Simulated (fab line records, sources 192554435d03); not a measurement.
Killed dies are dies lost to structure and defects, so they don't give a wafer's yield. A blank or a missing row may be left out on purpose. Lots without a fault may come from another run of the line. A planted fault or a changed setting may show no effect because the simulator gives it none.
A struck lot beside a sound one | flow n5_finfet | 41 steps out of a route of 1938
Sound: wafers L799.1, L799.2, L799.6. Struck: wafers L782.2, L782.4, L782.5. The cause comes at the end.
At each step with rows: each side's tool, then ch and its chambers, then its first start. Under that, the readings that differ: sound wafers | struck wafers | difference of the means | sigmas: that difference in standard deviations of wafers without a fault.
alike: readings whose means differ by less than 2 such deviations, and words and numbers that are the same on both sides. not compared: withheld readings, readings that some wafer has no value for, bounds like >300 that may hide the same value, and numbers for which the record gives no deviation and whose values overlap.
The two part at a step that has a row with sigmas, a row that says differs or no value, or rows on one side only. Numbers that don't overlap but have no deviation are shown without sigmas and don't part them. A reading that every wafer of one side lacks parts them only if that side has two wafers or more.

first, 9 steps without rows for these wafers: N5_BEOL_M4_ANNEAL_95 (time 240 s); N5_BEOL_M4_SPUTTER_96 (material Cu, target thk 4.5 nm, time 8.29 s); N5_BEOL_M4_ECD_50 (material Cu, target thk 300 nm); N5_BEOL_M4_ANNEAL_51 (time 90 s); N5_BEOL_M4_CMP_52 (polishes, stops on SiOC, t overpolish 6.8 s, target thk 40 nm); N5_BEOL_M4_PRE_CLEAN_60 (time 15 s); N5_BEOL_M4_CO_CAP_55 (material Co, precursor CCTBA/H2, target thk 2 nm, time 102.1 s); N5_BEOL_M4_PRE_CLEAN_56 (time 15 s); N5_BEOL_M4_DEP_57 (deposits SiCN from 3MS/NH3, target thk 8 nm, time 14 s).
N5_BEOL_M4_RC_MEAS_101:
  sound on prober-01 ch 0, day 12 22:20; struck on prober-01 ch 0, day 9 06:07
  alike: DIBL_N, DIBL_P, IOFF_N, IOFF_P, ION_N, ION_P, SS_N, SS_P, VT_N, VT_P
then, 24 steps without rows for these wafers: N5_BEOL_M5_ILD_DEP_00 (deposits SiCOH lowk from DEMS/porogen, target thk 140.64 nm, time 25.9 s); N5_BEOL_M5_CURE_79 (cures SiCOH lowk, time 240 s); N5_BEOL_M5_PECVD_70 (deposits SiO2 from TEOS/O2, target thk 16 nm, time 18 s); N5_BEOL_M5_HM_DEP_02 (deposits TiN, target thk 20 nm); N5_BEOL_M5_COAT_59 (time 60 s, resist thk 60 nm); N5_BEOL_M5_COAT_60 (time 60 s, resist thk 12 nm); N5_BEOL_M5_COAT_71 (time 60 s, resist thk 5 nm); N5_BEOL_M5_COAT_05 (resist thk 30 nm); N5_BEOL_M5_EBR_07; N5_BEOL_M5_SOFTBAKE_06 (time 60 s); N5_BEOL_M5_EXPOSE_08 (exposes mask M5, target cd 28 nm); N5_BEOL_M5_PEB_09 (peb time 60 s); N5_BEOL_M5_DEVELOP_10 (develop time 30 s); N5_BEOL_M5_DESCUM_16 (chemistry O2, time 7 s); N5_BEOL_M5_ETCH_72 (etches underlayer in N2/H2, target depth 6.5 nm, time 5.2 s); N5_BEOL_M5_ETCH_61 (etches SiARC in CF4, target depth 15.6 nm, time 26 s); N5_BEOL_M5_ETCH_62 (etches SOC in N2/H2, target depth 75 nm, overetch 15 nm, time 112.5 s); N5_BEOL_M5_STRIP_63 (strips in N2/H2); N5_BEOL_M5_STRIP_73 (strips in N2/H2); N5_BEOL_M5_STRIP_64 (strips in CF4); N5_BEOL_M5_HM_OPEN_17 (chemistry Cl2/BCl3, target TiN, target depth 20 nm, overetch 6 nm); N5_BEOL_M5_STRIP_19 (strips in O2); N5_BEOL_M5_COAT_65 (time 60 s, resist thk 60 nm); N5_BEOL_M5_COAT_66 (time 60 s, resist thk 12 nm).
N5_BEOL_M7_STRIP_67: strips in CF4.
  sound on rie_diel-06 ch 0,1,2, day 14 02:17; struck on rie_diel-04 ch 1,2, day 10 07:27
  no value came back on the struck wafers for any of 8 readings (bias_power_w (W), cf4_flow_sccm (sccm) and others); on the sound wafers bias_power_w (W) reads 74.89 74.97 75.33
  reading                                    | sound | struck         | difference | sigmas
  model.SiARC_of_BEOL_M7_COAT_60.thk_nm (nm) | 0 0 0 | 28.2 28.8 28.8 | +28.6      |
  not compared: rf_hours_counter_h
N5_BEOL_M7_STRIP_19: strips in O2.
  sound on rie_diel-04 ch 1,3, day 14 02:44; struck on rie_diel-04 ch 1,2,3, day 10 07:36
  reading                                  | sound | struck         | difference | sigmas
  model.SOC_of_BEOL_M7_COAT_59.thk_nm (nm) | 0 0 0 | 91.8 92.2 92.4 | +92.1      |
  alike: chamber_pressure_mTorr, drypump_motor_current_A, oes_product_au, rf_vpp_V, showerhead_plenum_p_Torr, throttle_valve_pct
  not compared: rf_hours_counter_h
N5_BEOL_M7_ETCH_66: etches SOC in N2/H2, target depth 80 nm, overetch 16 nm, time 120 s.
  sound on rie_diel-06 ch 0,2,3, day 14 03:31; struck on rie_diel-02 ch 0,2,3, day 10 08:14
  reading                  | sound             | struck            | difference | sigmas
  model.etch.depth_nm (nm) | 60.04 59.82 59.97 | 100.6 97.17 91.06 | +36.3      |
  alike: chamber_pressure_mTorr, drypump_motor_current_A, oes_product_au, rf_vpp_V, showerhead_plenum_p_Torr, throttle_valve_pct
  not compared: rf_hours_counter_h
N5_BEOL_M7_VIA_ETCH_34: etches SiCOH lowk in C4F6/O2, target depth 125.5 nm, time 50.5 s.
  sound on rie_diel-06 ch 0,2,3, day 14 03:37; struck on rie_diel-02 ch 0,2,3, day 10 08:20
  reading               | sound          | struck         | difference | sigmas
  oes_product_au (a.u.) | 0.71 0.85 0.79 | 0.29 0.28 0.25 | -0.51      | -6
  alike: chamber_pressure_mTorr, drypump_motor_current_A, rf_vpp_V, showerhead_plenum_p_Torr, throttle_valve_pct
  not compared: rf_hours_counter_h
N5_BEOL_M7_ETCH_41: etches SiCN in CH3F/O2, target depth 31.9 nm, time 57.8 s.
  sound on rie_diel-06 ch 0,2,3; struck on rie_diel-02 ch 0,2,3
  reading                                    | sound | struck         | difference | sigmas
  model.SiARC_of_BEOL_M7_COAT_60.thk_nm (nm) | 0 0 0 | 17.4 18.6 18.6 | +18.2      |
  alike: chamber_pressure_mTorr, drypump_motor_current_A, oes_product_au, rf_vpp_V, showerhead_plenum_p_Torr, throttle_valve_pct
  not compared: rf_hours_counter_h
N5_BEOL_M7_OCD_MEAS_38:
  sound on ocd-02, day 14 03:52; struck on ocd-02, day 10 08:35
  reading              | sound          | struck | difference                    | sigmas
  trench_depth_nm (nm) | 93.8 90.6 92.4 | - - -  | no value on the struck wafers |
-- the record jumps here: 3 days lie between the struck wafers' starts before and after (it left off in module BEOL_M7 and takes up again in module PASSIVATION, whose first step shown is number 1936 of the route) --
N5_PASSIVATION_PROBE_49:
  the record has rows for the struck wafers here (prober-01, day 13 20:13) and none for the sound ones

WHERE THEY PART
First at N5_BEOL_M7_STRIP_67; last, within this record, at N5_PASSIVATION_PROBE_49.

WHY: what the simulator had put in
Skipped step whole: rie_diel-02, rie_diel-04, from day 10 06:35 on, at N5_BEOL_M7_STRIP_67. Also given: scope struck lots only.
